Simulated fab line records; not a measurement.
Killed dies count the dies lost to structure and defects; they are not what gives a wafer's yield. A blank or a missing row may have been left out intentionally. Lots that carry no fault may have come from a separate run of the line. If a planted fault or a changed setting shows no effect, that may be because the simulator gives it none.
Split-lot study -- flow n5 finfet -- route with 1938 steps; 7 lots, 21 wafers read

== SPLIT DETAILS ==
At N5_BEOL_M1_HM_DEP_02 (deposits TiN, target thk 20 nm), the setting target thk a was moved away from the recipe's 200 angstrom on 5 of the 21 wafers read, by -3.4% to +6.9%. For the rest of the wafers, this setting stayed at what the recipe calls for.

The reading comes from the split's own step.

== THE READING ==
TiN_of_BEOL_M1_HM_DEP_02.thk nm (the simulator's own value, which no gauge read), in nm, at N5_BEOL_M1_HM_DEP_02 (deposits TiN, target thk 20 nm). There is no usual value for it anywhere in the file. The 16 wafers here that ran the recipe average 20.1 nm, standard deviation 0.21 nm.

wafer,"tool, chamber at the split","target thk a as run, angstrom",against the recipe,"TiN_of_BEOL_M1_HM_DEP_02.thk nm, nm",against lot-mates on the recipe
L081.1,"pvd sputter-03, -",200,recipe,20.2,-
L081.4,"pvd sputter-03, -",200,recipe,20.2,-
L081.2,"pvd sputter-03, -",200,recipe,20,-
L083.1,"pvd sputter-03, -",200,recipe,20.4,-
L083.2,"pvd sputter-03, -",200,recipe,20.4,-
L083.5,"pvd sputter-03, -",200,recipe,20.4,-
L084.1,"pvd sputter-03, -",200,recipe,20.2,-
L084.5,"pvd sputter-03, -",200,recipe,19.8,-
L084.6,"pvd sputter-03, -",200,recipe,20,-
L086.2,"pvd sputter-02, -",200,recipe,20.2,-
L086.3,"pvd sputter-02, -",193.2,-3.4%,19.4,-0.7
L086.4,"pvd sputter-02, -",200,recipe,20,-
L088.1,"pvd sputter-03, -",200,recipe,19.8,-
L088.3,"pvd sputter-03, -",200,recipe,20.2,-
L088.6,"pvd sputter-03, -",200,recipe,20.2,-
L091.4,"pvd sputter-01, -",211.5,+5.8%,20.8,+1.0
L091.5,"pvd sputter-01, -",211.5,+5.8%,21,+1.2
L091.6,"pvd sputter-01, -",200,recipe,19.8,-
L093.1,"pvd sputter-03, -",200,recipe,20.4,-
L093.3,"pvd sputter-03, -",213.7,+6.9%,21.4,+1.0
L093.5,"pvd sputter-03, -",213.7,+6.9%,21.6,+1.2

THE FIT
A straight line over all 21 wafers: TiN_of_BEOL_M1_HM_DEP_02.thk nm changes by +0.177 nm for each +1% of target thk a; r = +0.91; the points scatter about the line by 0.22 nm.
The same after taking each lot's own level away (the mean of its wafers on the recipe; 21 wafers): +0.176 nm for each +1%; r = +0.97; scatter 0.13 nm.
Per that fit: largest target thk a move, reading shift of 1.2 nm.
From 19.80 to 20.40 nm: that is the span of the lots' own levels, equal to 2.9 times the standard deviation above.
Consequently the slope shifts little with the lot-to-lot level, the two slopes agreeing.
Check: for one of the wafers moved furthest among these (+6.9%), held out of the fit, the line's prediction against its lot-mates is +1.28 nm. It came out at +1 nm against them.

== OTHER SPLITS ON THESE WAFERS ==
These wafers also went through other splits before the reading. Each is held against what the fit with the lots' levels taken away leaves over:
other split on the same wafers,wafers away from the commonest value,r with TiN_of_BEOL_M1_HM_DEP_02.thk nm (lot level and that fit taken away)
N5_SDB_ETCH_18 time s,5,-0.09
N5_HKMG_FIN_HK_ALD_01 ald cycles,7,-0.12
N5_HKMG_FIN_NWFM_ALD_20 ald cycles,4,-0.06
N5_MOL_CONTACT_COAG_ETCH_105 bias w,6,+0.21
N5_MOL_CONTACT_COAG_CONTACT_ETCH_14 source w,8,-0.18
N5_BEOL_M0_SAQP_PECVD_04 time s,4,-0.43
N5_BEOL_M0_SAQP_EXPOSE_11 dose mj,4,-0.11
N5_BEOL_M0_ETCH_128 source w,7,+0.32
N5_BEOL_M0_ETCH_109 bias w,10,-0.10

== THE FILE'S OWN FIT ==
TiN_of_BEOL_M1_HM_DEP_02.thk nm changes by +0.177 nm for each +1% of target thk a, r = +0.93.
